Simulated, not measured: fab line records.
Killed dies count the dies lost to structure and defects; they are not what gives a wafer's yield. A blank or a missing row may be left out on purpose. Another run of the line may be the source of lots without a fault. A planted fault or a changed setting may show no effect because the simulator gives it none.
Which tool is to blame? || flow n5_finfet || 24 lots with 72 wafers sampled at 5 steps, on a route of 1938 steps

WHAT EACH GAUGE READ, for each wafer
N5_BEOL_M11_OVL_MEAS_29. Usual: V10_OVL typically reads -0.5 nm, with standard deviation 0.87.
{"lot": "L074", "measured": "day 10 18:28", "on": "overlay-02", "V10_OVL (nm)": "0.4 0.0 -0.2", "flag": ""}
{"lot": "L076", "measured": "day 11 09:43", "on": "overlay-02", "V10_OVL (nm)": "-0.8 -1.7 -2.9", "flag": ""}
{"lot": "L075", "measured": "day 11 12:28", "on": "overlay-01", "V10_OVL (nm)": "-0.8 -0.1 -1.0", "flag": ""}
{"lot": "L077", "measured": "day 12 06:52", "on": "overlay-02", "V10_OVL (nm)": "0.3 -0.3 -0.7", "flag": ""}
{"lot": "L078", "measured": "day 12 08:20", "on": "overlay-02", "V10_OVL (nm)": "-2.5 -1.5 -1.4", "flag": ""}
{"lot": "L079", "measured": "day 12 08:30", "on": "overlay-02", "V10_OVL (nm)": "-0.6 -0.2 -0.6", "flag": ""}
{"lot": "L080", "measured": "day 12 16:29", "on": "overlay-01", "V10_OVL (nm)": "0.6 -0.5 0.2", "flag": ""}
{"lot": "L081", "measured": "day 12 23:26", "on": "overlay-02", "V10_OVL (nm)": "0.4 -0.1 -0.8", "flag": ""}
{"lot": "L082", "measured": "day 12 23:35", "on": "overlay-02", "V10_OVL (nm)": "-1.5 -0.6 -0.2", "flag": ""}
{"lot": "L083", "measured": "day 13 04:08", "on": "overlay-02", "V10_OVL (nm)": "-0.8 -1.1 0.2", "flag": ""}
{"lot": "L084", "measured": "day 13 07:16", "on": "overlay-01", "V10_OVL (nm)": "-0.3 0.4 -0.2", "flag": ""}
{"lot": "L085", "measured": "day 13 17:10", "on": "overlay-02", "V10_OVL (nm)": "-1.3 -0.8 -0.9", "flag": ""}
{"lot": "L087", "measured": "day 14 01:44", "on": "overlay-01", "V10_OVL (nm)": "-0.7 -1.6 -1.3", "flag": ""}
{"lot": "L086", "measured": "day 14 07:02", "on": "overlay-02", "V10_OVL (nm)": "-0.6 -1.2 0.5", "flag": ""}
{"lot": "L090", "measured": "day 14 15:25", "on": "overlay-02", "V10_OVL (nm)": "0.5 0.5 0.8", "flag": ""}
{"lot": "L089", "measured": "day 14 18:10", "on": "overlay-02", "V10_OVL (nm)": "1.4 -0.5 0.7", "flag": ""}
{"lot": "L088", "measured": "day 14 20:49", "on": "overlay-01", "V10_OVL (nm)": "-1.9 -2.1 -1.3", "flag": ""}
{"lot": "L092", "measured": "day 15 12:32", "on": "overlay-02", "V10_OVL (nm)": "-0.3 -1.8 0.6", "flag": ""}
{"lot": "L093", "measured": "day 15 13:34", "on": "overlay-01", "V10_OVL (nm)": "-0.6 0.0 -0.4", "flag": ""}
{"lot": "L091", "measured": "day 16 03:09", "on": "overlay-01", "V10_OVL (nm)": "-0.4 -1.4 -1.0", "flag": ""}
{"lot": "L094", "measured": "day 16 06:13", "on": "overlay-01", "V10_OVL (nm)": "-0.3 -0.5 -1.0", "flag": ""}
{"lot": "L096", "measured": "day 16 06:28", "on": "overlay-02", "V10_OVL (nm)": "-0.5 -0.7 0.3", "flag": ""}
{"lot": "L095", "measured": "day 16 16:22", "on": "overlay-01", "V10_OVL (nm)": "0.8 -0.3 0.6", "flag": ""}
{"lot": "L097", "measured": "day 16 20:14", "on": "overlay-01", "V10_OVL (nm)": "-0.1 0.9 0.0", "flag": ""}

N5_BEOL_M12_CD_MEAS_17: target cd 140 nm. Usual: 140 nm for cd_nm, sd 3.1.
{"lot": "L074", "measured": "day 11 02:07", "on": "cd_sem-02", "cd_nm (nm)": "140 141 135", "flag": ""}
{"lot": "L076", "measured": "day 11 15:26", "on": "cd_sem-01", "cd_nm (nm)": "142 141 142", "flag": ""}
{"lot": "L075", "measured": "day 11 19:40", "on": "cd_sem-03", "cd_nm (nm)": "137 136 138", "flag": ""}
{"lot": "L077", "measured": "day 12 11:34", "on": "cd_sem-01", "cd_nm (nm)": "136 137 139", "flag": ""}
{"lot": "L078", "measured": "day 12 13:27", "on": "cd_sem-02", "cd_nm (nm)": "138 146 141", "flag": ""}
{"lot": "L079", "measured": "day 12 14:04", "on": "cd_sem-01", "cd_nm (nm)": "139 138 135", "flag": ""}
{"lot": "L080", "measured": "day 12 20:43", "on": "cd_sem-02", "cd_nm (nm)": "143 141 143", "flag": ""}
{"lot": "L081", "measured": "day 13 05:19", "on": "cd_sem-01", "cd_nm (nm)": "140 144 145", "flag": ""}
{"lot": "L082", "measured": "day 13 04:57", "on": "cd_sem-03", "cd_nm (nm)": "135 141 137", "flag": ""}
{"lot": "L083", "measured": "day 13 09:05", "on": "cd_sem-01", "cd_nm (nm)": "136 142 137", "flag": ""}
{"lot": "L084", "measured": "day 13 15:08", "on": "cd_sem-03", "cd_nm (nm)": "133 135 140", "flag": ""}
{"lot": "L085", "measured": "day 13 21:31", "on": "cd_sem-02", "cd_nm (nm)": "142 145 137", "flag": ""}
{"lot": "L087", "measured": "day 14 05:56", "on": "cd_sem-02", "cd_nm (nm)": "144 146 146", "flag": ""}
{"lot": "L086", "measured": "day 14 11:26", "on": "cd_sem-03", "cd_nm (nm)": "141 137 139", "flag": ""}
{"lot": "L090", "measured": "day 14 21:38", "on": "cd_sem-02", "cd_nm (nm)": "138 141 138", "flag": ""}
{"lot": "L089", "measured": "day 14 22:32", "on": "cd_sem-03", "cd_nm (nm)": "139 143 144", "flag": ""}
{"lot": "L088", "measured": "day 15 03:25", "on": "cd_sem-03", "cd_nm (nm)": "141 147 138", "flag": ""}
{"lot": "L092", "measured": "day 15 17:14", "on": "cd_sem-02", "cd_nm (nm)": "144 138 138", "flag": ""}
{"lot": "L093", "measured": "day 15 18:52", "on": "cd_sem-02", "cd_nm (nm)": "140 141 139", "flag": ""}
{"lot": "L091", "measured": "day 16 07:56", "on": "cd_sem-03", "cd_nm (nm)": "136 147 141", "flag": ""}
{"lot": "L094", "measured": "day 16 13:23", "on": "cd_sem-03", "cd_nm (nm)": "135 146 139", "flag": ""}
{"lot": "L096", "measured": "day 16 12:52", "on": "cd_sem-03", "cd_nm (nm)": "142 143 139", "flag": ""}
{"lot": "L095", "measured": "day 16 20:59", "on": "cd_sem-03", "cd_nm (nm)": "140 139 144", "flag": ""}
{"lot": "L097", "measured": "day 17 01:13", "on": "cd_sem-02", "cd_nm (nm)": "134 136 138", "flag": ""}

N5_BEOL_M12_THK_MEAS_50: measures by xrf. Usual: M12_THK typically reads 320 nm, with standard deviation 6.6.
{"lot": "L074", "measured": "day 11 04:59", "on": "film_metro-02", "M12_THK (nm)": "328 318 321", "flag": ""}
{"lot": "L076", "measured": "day 11 19:06", "on": "film_metro-02", "M12_THK (nm)": "317 316 313", "flag": ""}
{"lot": "L075", "measured": "day 12 00:15", "on": "film_metro-02", "M12_THK (nm)": "326 317 320", "flag": ""}
{"lot": "L077", "measured": "day 12 14:54", "on": "film_metro-02", "M12_THK (nm)": "321 317 321", "flag": ""}
{"lot": "L078", "measured": "day 12 19:08", "on": "film_metro-01", "M12_THK (nm)": "316 316 311", "flag": ""}
{"lot": "L079", "measured": "day 12 19:47", "on": "film_metro-01", "M12_THK (nm)": "312 302 313", "flag": ""}
{"lot": "L080", "measured": "day 13 01:55", "on": "film_metro-01", "M12_THK (nm)": "319 328 330", "flag": ""}
{"lot": "L081", "measured": "day 13 13:11", "on": "film_metro-02", "M12_THK (nm)": "318 331 333", "flag": ""}
{"lot": "L082", "measured": "day 13 12:16", "on": "film_metro-02", "M12_THK (nm)": "320 319 330", "flag": ""}
{"lot": "L083", "measured": "day 13 14:15", "on": "film_metro-02", "M12_THK (nm)": "318 326 322", "flag": ""}
{"lot": "L084", "measured": "day 13 18:05", "on": "film_metro-02", "M12_THK (nm)": "330 321 331", "flag": ""}
{"lot": "L085", "measured": "day 14 01:28", "on": "film_metro-01", "M12_THK (nm)": "317 319 312", "flag": ""}
{"lot": "L087", "measured": "day 14 09:39", "on": "film_metro-02", "M12_THK (nm)": "328 316 327", "flag": ""}
{"lot": "L086", "measured": "day 14 15:13", "on": "film_metro-01", "M12_THK (nm)": "320 329 325", "flag": ""}
{"lot": "L090", "measured": "day 15 03:20", "on": "film_metro-01", "M12_THK (nm)": "317 316 315", "flag": ""}
{"lot": "L089", "measured": "day 15 03:18", "on": "film_metro-01", "M12_THK (nm)": "326 327 327", "flag": ""}
{"lot": "L088", "measured": "day 15 06:29", "on": "film_metro-02", "M12_THK (nm)": "325 324 319", "flag": ""}
{"lot": "L092", "measured": "day 15 19:52", "on": "film_metro-01", "M12_THK (nm)": "324 314 320", "flag": ""}
{"lot": "L093", "measured": "day 15 22:16", "on": "film_metro-02", "M12_THK (nm)": "325 320 324", "flag": ""}
{"lot": "L091", "measured": "day 16 12:32", "on": "film_metro-02", "M12_THK (nm)": "329 317 320", "flag": ""}
{"lot": "L094", "measured": "day 16 18:25", "on": "film_metro-01", "M12_THK (nm)": "325 316 316", "flag": ""}
{"lot": "L096", "measured": "day 16 15:41", "on": "film_metro-01", "M12_THK (nm)": "315 318 322", "flag": ""}
{"lot": "L095", "measured": "day 17 00:42", "on": "film_metro-01", "M12_THK (nm)": "310 313 311", "flag": ""}
{"lot": "L097", "measured": "day 17 05:16", "on": "film_metro-01", "M12_THK (nm)": "315 315 315", "flag": ""}

TOOL THAT RAN EACH LOT (tool first, then ch and the chambers of the sampled wafers, then the start)
{"lot": "L074", "N5_BEOL_M11_DEGAS_44": "pvd_sputter-02, day 10 20:07", "N5_BEOL_M11_ALD_74": "ald_metal-04 ch 2,3, day 10 20:14"}
{"lot": "L076", "N5_BEOL_M11_DEGAS_44": "pvd_sputter-03, day 11 12:34", "N5_BEOL_M11_ALD_74": "ald_metal-04 ch 1,2, day 11 12:45"}
{"lot": "L075", "N5_BEOL_M11_DEGAS_44": "pvd_sputter-03, day 11 16:13", "N5_BEOL_M11_ALD_74": "ald_metal-04 ch 1,3, day 11 16:19"}
{"lot": "L077", "N5_BEOL_M11_DEGAS_44": "pvd_sputter-03, day 12 08:38", "N5_BEOL_M11_ALD_74": "ald_metal-03 ch 0,2, day 12 08:44"}
{"lot": "L078", "N5_BEOL_M11_DEGAS_44": "pvd_sputter-03, day 12 09:37", "N5_BEOL_M11_ALD_74": "ald_metal-04 ch 0,1,2, day 12 09:43"}
{"lot": "L079", "N5_BEOL_M11_DEGAS_44": "pvd_sputter-03, day 12 09:51", "N5_BEOL_M11_ALD_74": "ald_metal-02 ch 0,1,3, day 12 10:11"}
{"lot": "L080", "N5_BEOL_M11_DEGAS_44": "pvd_sputter-03, day 12 17:51", "N5_BEOL_M11_ALD_74": "ald_metal-03 ch 0,1,3, day 12 17:58"}
{"lot": "L081", "N5_BEOL_M11_DEGAS_44": "pvd_sputter-03, day 13 01:17", "N5_BEOL_M11_ALD_74": "ald_metal-04 ch 1,2,3, day 13 01:23"}
{"lot": "L082", "N5_BEOL_M11_DEGAS_44": "pvd_sputter-02, day 13 01:23", "N5_BEOL_M11_ALD_74": "ald_metal-02 ch 0,1,2, day 13 01:32"}
{"lot": "L083", "N5_BEOL_M11_DEGAS_44": "pvd_sputter-02, day 13 05:41", "N5_BEOL_M11_ALD_74": "ald_metal-02 ch 1,2, day 13 05:47"}
{"lot": "L084", "N5_BEOL_M11_DEGAS_44": "pvd_sputter-01, day 13 09:02", "N5_BEOL_M11_ALD_74": "ald_metal-03 ch 0,1,3, day 13 09:13"}
{"lot": "L085", "N5_BEOL_M11_DEGAS_44": "pvd_sputter-03, day 13 18:34", "N5_BEOL_M11_ALD_74": "ald_metal-03 ch 0,1,3, day 13 18:41"}
{"lot": "L087", "N5_BEOL_M11_DEGAS_44": "pvd_sputter-02, day 14 02:53", "N5_BEOL_M11_ALD_74": "ald_metal-03 ch 0,2,3, day 14 03:00"}
{"lot": "L086", "N5_BEOL_M11_DEGAS_44": "pvd_sputter-02, day 14 08:27", "N5_BEOL_M11_ALD_74": "ald_metal-02 ch 0,1,2, day 14 08:33"}
{"lot": "L090", "N5_BEOL_M11_DEGAS_44": "pvd_sputter-01, day 14 18:46", "N5_BEOL_M11_ALD_74": "ald_metal-04 ch 0,3, day 14 18:52"}
{"lot": "L089", "N5_BEOL_M11_DEGAS_44": "pvd_sputter-03, day 14 19:44", "N5_BEOL_M11_ALD_74": "ald_metal-03 ch 0,1,3, day 14 19:50"}
{"lot": "L088", "N5_BEOL_M11_DEGAS_44": "pvd_sputter-02, day 15 00:38", "N5_BEOL_M11_ALD_74": "ald_metal-04 ch 0,1,2, day 15 00:46"}
{"lot": "L092", "N5_BEOL_M11_DEGAS_44": "pvd_sputter-01, day 15 14:11", "N5_BEOL_M11_ALD_74": "ald_metal-04 ch 0,1,3, day 15 14:19"}
{"lot": "L093", "N5_BEOL_M11_DEGAS_44": "pvd_sputter-01, day 15 15:01", "N5_BEOL_M11_ALD_74": "ald_metal-02 ch 0,1,3, day 15 15:08"}
{"lot": "L091", "N5_BEOL_M11_DEGAS_44": "pvd_sputter-03, day 16 04:59", "N5_BEOL_M11_ALD_74": "ald_metal-03 ch 0,1,3, day 16 05:05"}
{"lot": "L094", "N5_BEOL_M11_DEGAS_44": "pvd_sputter-03, day 16 09:16", "N5_BEOL_M11_ALD_74": "ald_metal-02 ch 2,3, day 16 09:30"}
{"lot": "L096", "N5_BEOL_M11_DEGAS_44": "pvd_sputter-03, day 16 09:20", "N5_BEOL_M11_ALD_74": "ald_metal-03 ch 0,1,3, day 16 09:30"}
{"lot": "L095", "N5_BEOL_M11_DEGAS_44": "pvd_sputter-02, day 16 17:46", "N5_BEOL_M11_ALD_74": "ald_metal-02 ch 0,1, day 16 18:05"}
{"lot": "L097", "N5_BEOL_M11_DEGAS_44": "pvd_sputter-03, day 16 21:41", "N5_BEOL_M11_ALD_74": "ald_metal-02 ch 0,2,3, day 16 22:00"}
- N5_BEOL_M11_DEGAS_44: time 60 s.
- N5_BEOL_M11_ALD_74: deposits TaN, target thk 2 nm, pulse time 2 s, purge time 3 s.

AS READ BY THE TOOLS THEMSELVES (means over the sampled wafers that have a number; for cases with no such wafer, the mark the record gives instead)
N5_BEOL_M11_DEGAS_44. Usual: 334 W for heater_power_w, sd 25.
{"lot": "L074", "tool": "pvd_sputter-02", "heater_power_w (W)": 329, "flag": ""}
{"lot": "L076", "tool": "pvd_sputter-03", "heater_power_w (W)": 351, "flag": ""}
{"lot": "L075", "tool": "pvd_sputter-03", "heater_power_w (W)": 326, "flag": ""}
{"lot": "L077", "tool": "pvd_sputter-03", "heater_power_w (W)": 352, "flag": ""}
{"lot": "L078", "tool": "pvd_sputter-03", "heater_power_w (W)": 332, "flag": ""}
{"lot": "L079", "tool": "pvd_sputter-03", "heater_power_w (W)": 335, "flag": ""}
{"lot": "L080", "tool": "pvd_sputter-03", "heater_power_w (W)": 346, "flag": ""}
{"lot": "L081", "tool": "pvd_sputter-03", "heater_power_w (W)": 332, "flag": ""}
{"lot": "L082", "tool": "pvd_sputter-02", "heater_power_w (W)": 339, "flag": ""}
{"lot": "L083", "tool": "pvd_sputter-02", "heater_power_w (W)": 315, "flag": ""}
{"lot": "L084", "tool": "pvd_sputter-01", "heater_power_w (W)": 356, "flag": ""}
{"lot": "L085", "tool": "pvd_sputter-03", "heater_power_w (W)": 342, "flag": ""}
{"lot": "L087", "tool": "pvd_sputter-02", "heater_power_w (W)": 336, "flag": ""}
{"lot": "L086", "tool": "pvd_sputter-02", "heater_power_w (W)": 338, "flag": ""}
{"lot": "L090", "tool": "pvd_sputter-01", "heater_power_w (W)": 326, "flag": ""}
{"lot": "L089", "tool": "pvd_sputter-03", "heater_power_w (W)": 330, "flag": ""}
{"lot": "L088", "tool": "pvd_sputter-02", "heater_power_w (W)": 346, "flag": ""}
{"lot": "L092", "tool": "pvd_sputter-01", "heater_power_w (W)": 344, "flag": ""}
{"lot": "L093", "tool": "pvd_sputter-01", "heater_power_w (W)": 346, "flag": ""}
{"lot": "L091", "tool": "pvd_sputter-03", "heater_power_w (W)": 327, "flag": ""}
{"lot": "L094", "tool": "pvd_sputter-03", "heater_power_w (W)": 327, "flag": ""}
{"lot": "L096", "tool": "pvd_sputter-03", "heater_power_w (W)": 342, "flag": ""}
{"lot": "L095", "tool": "pvd_sputter-02", "heater_power_w (W)": 313, "flag": ""}
{"lot": "L097", "tool": "pvd_sputter-03", "heater_power_w (W)": 328, "flag": ""}

N5_BEOL_M11_ALD_74. Usual: heater_power_w 428 W, standard deviation 50; precursor_vessel_pressure_torr 26.24 Torr, standard deviation 0.057.
{"lot": "L074", "tool": "ald_metal-04", "heater_power_w (W)": 427, "precursor_vessel_pressure_torr (Torr)": 26.29, "flag": ""}
{"lot": "L076", "tool": "ald_metal-04", "heater_power_w (W)": 423, "precursor_vessel_pressure_torr (Torr)": 26.20, "flag": ""}
{"lot": "L075", "tool": "ald_metal-04", "heater_power_w (W)": 487, "precursor_vessel_pressure_torr (Torr)": 26.19, "flag": ""}
{"lot": "L077", "tool": "ald_metal-03", "heater_power_w (W)": 359, "precursor_vessel_pressure_torr (Torr)": 26.24, "flag": ""}
{"lot": "L078", "tool": "ald_metal-04", "heater_power_w (W)": 412, "precursor_vessel_pressure_torr (Torr)": 26.27, "flag": ""}
{"lot": "L079", "tool": "ald_metal-02", "heater_power_w (W)": 457, "precursor_vessel_pressure_torr (Torr)": 26.18, "flag": ""}
{"lot": "L080", "tool": "ald_metal-03", "heater_power_w (W)": 393, "precursor_vessel_pressure_torr (Torr)": 26.20, "flag": ""}
{"lot": "L081", "tool": "ald_metal-04", "heater_power_w (W)": 457, "precursor_vessel_pressure_torr (Torr)": 26.20, "flag": ""}
{"lot": "L082", "tool": "ald_metal-02", "heater_power_w (W)": 467, "precursor_vessel_pressure_torr (Torr)": 26.26, "flag": ""}
{"lot": "L083", "tool": "ald_metal-02", "heater_power_w (W)": 445, "precursor_vessel_pressure_torr (Torr)": 26.24, "flag": ""}
{"lot": "L084", "tool": "ald_metal-03", "heater_power_w (W)": 392, "precursor_vessel_pressure_torr (Torr)": 26.31, "flag": ""}
{"lot": "L085", "tool": "ald_metal-03", "heater_power_w (W)": 394, "precursor_vessel_pressure_torr (Torr)": 26.24, "flag": ""}
{"lot": "L087", "tool": "ald_metal-03", "heater_power_w (W)": 386, "precursor_vessel_pressure_torr (Torr)": 26.24, "flag": ""}
{"lot": "L086", "tool": "ald_metal-02", "heater_power_w (W)": 471, "precursor_vessel_pressure_torr (Torr)": 26.21, "flag": ""}
{"lot": "L090", "tool": "ald_metal-04", "heater_power_w (W)": 431, "precursor_vessel_pressure_torr (Torr)": 26.27, "flag": ""}
{"lot": "L089", "tool": "ald_metal-03", "heater_power_w (W)": 390, "precursor_vessel_pressure_torr (Torr)": 26.27, "flag": ""}
{"lot": "L088", "tool": "ald_metal-04", "heater_power_w (W)": 408, "precursor_vessel_pressure_torr (Torr)": 26.27, "flag": ""}
{"lot": "L092", "tool": "ald_metal-04", "heater_power_w (W)": 452, "precursor_vessel_pressure_torr (Torr)": 26.23, "flag": ""}
{"lot": "L093", "tool": "ald_metal-02", "heater_power_w (W)": 452, "precursor_vessel_pressure_torr (Torr)": 26.27, "flag": ""}
{"lot": "L091", "tool": "ald_metal-03", "heater_power_w (W)": 368, "precursor_vessel_pressure_torr (Torr)": 26.28, "flag": ""}
{"lot": "L094", "tool": "ald_metal-02", "heater_power_w (W)": 425, "precursor_vessel_pressure_torr (Torr)": 26.25, "flag": ""}
{"lot": "L096", "tool": "ald_metal-03", "heater_power_w (W)": 367, "precursor_vessel_pressure_torr (Torr)": 26.23, "flag": ""}
{"lot": "L095", "tool": "ald_metal-02", "heater_power_w (W)": 472, "precursor_vessel_pressure_torr (Torr)": 26.30, "flag": ""}
{"lot": "L097", "tool": "ald_metal-02", "heater_power_w (W)": 437, "precursor_vessel_pressure_torr (Torr)": 26.28, "flag": ""}

THE ANSWER, worked out from the rows above alone
Rule: lot off if the mean of its wafers having a number is beyond 3 standard deviations from the usual mean. Also off: a lot with no number at a reading for which 4 or more lots have one. The other lots that the step has rows for count as sound. Order of review: gauges by route order, followed by the tools' own readings, for which a lot's mean as printed above is used. At the first step where some lot is off, the reading lying furthest off is the one used; lots without a number count as furthest.
No lot is off on any of the readings shown, so nothing can be concluded from this.

WHAT HAD BEEN PUT IN BY THE SIMULATOR
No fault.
